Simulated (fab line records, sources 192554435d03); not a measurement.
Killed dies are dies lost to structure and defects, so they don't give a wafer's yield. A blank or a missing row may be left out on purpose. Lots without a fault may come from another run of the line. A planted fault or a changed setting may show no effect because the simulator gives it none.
Which tool did it? | flow n5_finfet | 24 lots, 72 wafers sampled, at 4 steps of a route of 1938

WHAT THE GAUGES READ, wafer by wafer
N5_BEOL_M13_INSPECT_12: inspects for defects (macro).
lot  | measured     | on                | raw_defect_count
L074 | day 11 15:04 | defect_inspect-02 | 3 2 0
L075 | day 11 15:11 | defect_inspect-02 | 1 3 1
L078 | day 13 17:41 | defect_inspect-02 | 1 1 1
L077 | day 13 18:23 | defect_inspect-02 | 2 1 1
L076 | day 13 23:32 | defect_inspect-01 | 1 0 4
L083 | day 14 03:01 | defect_inspect-01 | 1 0 3
L080 | day 14 09:00 | defect_inspect-01 | 3 0 1
L081 | day 14 09:13 | defect_inspect-01 | 5 4 3
L079 | day 14 18:46 | defect_inspect-02 | 1 1 4
L082 | day 15 01:37 | defect_inspect-01 | 2 5 5
L084 | day 15 09:34 | defect_inspect-01 | 3 5 3
L086 | day 15 14:26 | defect_inspect-02 | 4 3 2
L085 | day 15 17:53 | defect_inspect-02 | 2 5 3
L088 | day 15 19:44 | defect_inspect-02 | 3 2 3
L087 | day 16 05:35 | defect_inspect-02 | 0 1 2
L091 | day 16 13:50 | defect_inspect-01 | 1 1 2
L089 | day 16 22:10 | defect_inspect-01 | 1 1 2
L093 | day 17 02:20 | defect_inspect-02 | 1 2 1
L090 | day 17 04:23 | defect_inspect-02 | 0 2 1
L094 | day 17 14:55 | defect_inspect-01 | 0 1 2
L092 | day 17 15:10 | defect_inspect-02 | 1 0 2
L095 | day 17 21:49 | defect_inspect-01 | 2 1 3
L096 | day 18 11:26 | defect_inspect-02 | 0 2 1
L097 | day 18 16:06 | defect_inspect-01 | 3 4 1

N5_BEOL_M13_RS_MEAS_54: measures by four-point-probe.
lot  | measured     | on            | M13_RS (ohm/sq)
L074 | day 11 21:10 | film_metro-02 | 0.0443 0.0458 0.0448
L075 | day 11 23:49 | film_metro-01 | 0.0458 0.0467 0.0450
L078 | day 13 20:56 | film_metro-01 | 0.0451 0.0458 0.0457
L077 | day 13 22:18 | film_metro-02 | 0.0445 0.0459 0.0459
L076 | day 14 04:49 | film_metro-02 | 0.0473 0.0441 0.0475
L083 | day 14 08:01 | film_metro-02 | 0.0458 0.0447 0.0456
L080 | day 14 12:48 | film_metro-02 | 0.0440 0.0443 0.0452
L081 | day 14 14:53 | film_metro-01 | 0.0470 0.0446 0.0451
L079 | day 15 01:57 | film_metro-01 | 0.0452 0.0476 0.0439
L082 | day 15 06:24 | film_metro-01 | 0.0456 0.0441 0.0452
L084 | day 15 13:35 | film_metro-01 | 0.0452 0.0451 0.0440
L086 | day 15 18:10 | film_metro-02 | 0.0447 0.0442 0.0441
L085 | day 15 23:20 | film_metro-02 | 0.0457 0.0455 0.0461
L088 | day 16 03:34 | film_metro-02 | 0.0474 0.0444 0.0452
L087 | day 16 11:41 | film_metro-01 | 0.0432 0.0455 0.0445
L091 | day 16 19:55 | film_metro-02 | 0.0429 0.0453 0.0444
L089 | day 17 04:01 | film_metro-02 | 0.0444 0.0473 0.0443
L093 | day 17 07:01 | film_metro-01 | 0.0442 0.0430 0.0433
L090 | day 17 10:43 | film_metro-01 | 0.0464 0.0439 0.0467
L094 | day 17 19:52 | film_metro-02 | 0.0472 0.0453 0.0455
L092 | day 17 20:19 | film_metro-02 | 0.0446 0.0461 0.0457
L095 | day 18 03:36 | film_metro-01 | 0.0457 0.0472 0.0444
L096 | day 18 15:59 | film_metro-02 | 0.0459 0.0458 0.0456
L097 | day 18 19:45 | film_metro-01 | 0.0439 0.0433 0.0435

WHICH TOOL RAN EACH LOT (tool, then ch and the chambers of the sampled wafers, then the start)
lot  | N5_BEOL_M13_SPUTTER_43       | N5_BEOL_M13_DEP_53
L074 | pvd_sputter-03, day 11 20:00 | pecvd-02 ch 0,1, day 11 21:05
L075 | pvd_sputter-03, day 11 22:40 | pecvd-03 ch 1,2, day 11 23:45
L078 | pvd_sputter-03, day 13 19:44 | pecvd-03 ch 0,1,2, day 13 20:52
L077 | pvd_sputter-03, day 13 21:05 | pecvd-04 ch 0,1, day 13 22:14
L076 | pvd_sputter-02, day 14 03:40 | pecvd-02 ch 1,2, day 14 04:46
L083 | pvd_sputter-01, day 14 06:03 | pecvd-04 ch 0,2, day 14 07:58
L080 | pvd_sputter-03, day 14 11:19 | pecvd-03 ch 1,2, day 14 12:44
L081 | pvd_sputter-03, day 14 13:43 | pecvd-03 ch 0,1, day 14 14:49
L079 | pvd_sputter-01, day 15 00:47 | pecvd-02 ch 0,1,2, day 15 01:53
L082 | pvd_sputter-03, day 15 04:58 | pecvd-02 ch 0,1,2, day 15 06:20
L084 | pvd_sputter-01, day 15 12:03 | pecvd-02 ch 0,2, day 15 13:31
L086 | pvd_sputter-01, day 15 16:59 | pecvd-02 ch 1,2, day 15 18:06
L085 | pvd_sputter-01, day 15 22:09 | pecvd-04 ch 0,1, day 15 23:16
L088 | pvd_sputter-02, day 16 02:24 | pecvd-03 ch 0,1,2, day 16 03:29
L087 | pvd_sputter-02, day 16 10:31 | pecvd-04 ch 0,1,2, day 16 11:38
L091 | pvd_sputter-01, day 16 18:45 | pecvd-02 ch 1,2, day 16 19:51
L089 | pvd_sputter-01, day 17 02:35 | pecvd-02 ch 0,1,2, day 17 03:57
L093 | pvd_sputter-03, day 17 05:51 | pecvd-02 ch 0,1,2, day 17 06:57
L090 | pvd_sputter-03, day 17 09:22 | pecvd-03 ch 1,2, day 17 10:38
L094 | pvd_sputter-02, day 17 18:41 | pecvd-02 ch 0,2, day 17 19:48
L092 | pvd_sputter-01, day 17 18:52 | pecvd-03 ch 0,1,2, day 17 20:15
L095 | pvd_sputter-01, day 18 02:26 | pecvd-02 ch 0,1, day 18 03:32
L096 | pvd_sputter-01, day 18 14:49 | pecvd-02 ch 0,1,2, day 18 15:55
L097 | pvd_sputter-03, day 18 18:31 | pecvd-03 ch 1,2, day 18 19:41
- N5_BEOL_M13_SPUTTER_43: material TaN, target thk 15 nm, time 24.19 s.
- N5_BEOL_M13_DEP_53: deposits SiCN from 3MS/NH3, target thk 50 nm, time 17.8 s.

WHAT THE TOOLS THEMSELVES READ (means of the sampled wafers that have a number; where no wafer has one, the mark that the record gives instead)
N5_BEOL_M13_SPUTTER_43.
lot  | tool           | throttle_valve_pct (%)
L074 | pvd_sputter-03 | 29.4
L075 | pvd_sputter-03 | 29.0
L078 | pvd_sputter-03 | 28.8
L077 | pvd_sputter-03 | 28.7
L076 | pvd_sputter-02 | 30.1
L083 | pvd_sputter-01 | 30.8
L080 | pvd_sputter-03 | 28.9
L081 | pvd_sputter-03 | 29.3
L079 | pvd_sputter-01 | 30.7
L082 | pvd_sputter-03 | 29.0
L084 | pvd_sputter-01 | 30.5
L086 | pvd_sputter-01 | 30.6
L085 | pvd_sputter-01 | 30.8
L088 | pvd_sputter-02 | 30.9
L087 | pvd_sputter-02 | 30.1
L091 | pvd_sputter-01 | 30.9
L089 | pvd_sputter-01 | 29.8
L093 | pvd_sputter-03 | 29.2
L090 | pvd_sputter-03 | 29.3
L094 | pvd_sputter-02 | 30.3
L092 | pvd_sputter-01 | 30.7
L095 | pvd_sputter-01 | 29.2
L096 | pvd_sputter-01 | 29.3
L097 | pvd_sputter-03 | 29.5

N5_BEOL_M13_DEP_53.
lot  | tool     | showerhead_plenum_p_Torr (Torr) | throttle_valve_pct (%)
L074 | pecvd-02 | 4.177                           | 18.6
L075 | pecvd-03 | 4.173                           | 17.8
L078 | pecvd-03 | 4.176                           | 18.1
L077 | pecvd-04 | 4.146                           | 18.3
L076 | pecvd-02 | 4.168                           | 18.1
L083 | pecvd-04 | 4.129                           | 17.2
L080 | pecvd-03 | 4.167                           | 18.1
L081 | pecvd-03 | 4.181                           | 18.2
L079 | pecvd-02 | 4.171                           | 18.3
L082 | pecvd-02 | 4.173                           | 18.4
L084 | pecvd-02 | 4.174                           | 17.7
L086 | pecvd-02 | 4.165                           | 18.0
L085 | pecvd-04 | 4.163                           | 19.0
L088 | pecvd-03 | 4.179                           | 18.1
L087 | pecvd-04 | 4.152                           | 18.0
L091 | pecvd-02 | 4.168                           | 18.8
L089 | pecvd-02 | 4.173                           | 18.4
L093 | pecvd-02 | 4.170                           | 18.5
L090 | pecvd-03 | 4.172                           | 18.1
L094 | pecvd-02 | 4.178                           | 17.9
L092 | pecvd-03 | 4.177                           | 18.0
L095 | pecvd-02 | 4.170                           | 18.9
L096 | pecvd-02 | 4.177                           | 18.3
L097 | pecvd-03 | 4.171                           | 18.1

THE ANSWER, worked out from the rows above alone
Rule: what is usual is taken from the lots themselves. Put in order of their means at a reading, lots are off if they are a third of the lots or fewer, leave a main group of 4 or more, and stand apart from it by a gap of 3 or more times the standard deviation of the main group's means; of several such gaps the widest counts. A main group whose means are all the same, to the digits that the tables above print for the reading, isn't used. A lot without any number at a reading at which 4 lots or more have one is off too. The other lots that the step has rows for count as sound. The gauges are gone through in route order, then the tools' own readings, and for those a lot's mean is taken as printed above. The first step at which some lot is off is used, and at that step the reading that is off furthest; a lot without a number counts as furthest.
No lot is off at any reading shown: from this, nothing can be told.

WHAT THE SIMULATOR HAD PUT IN
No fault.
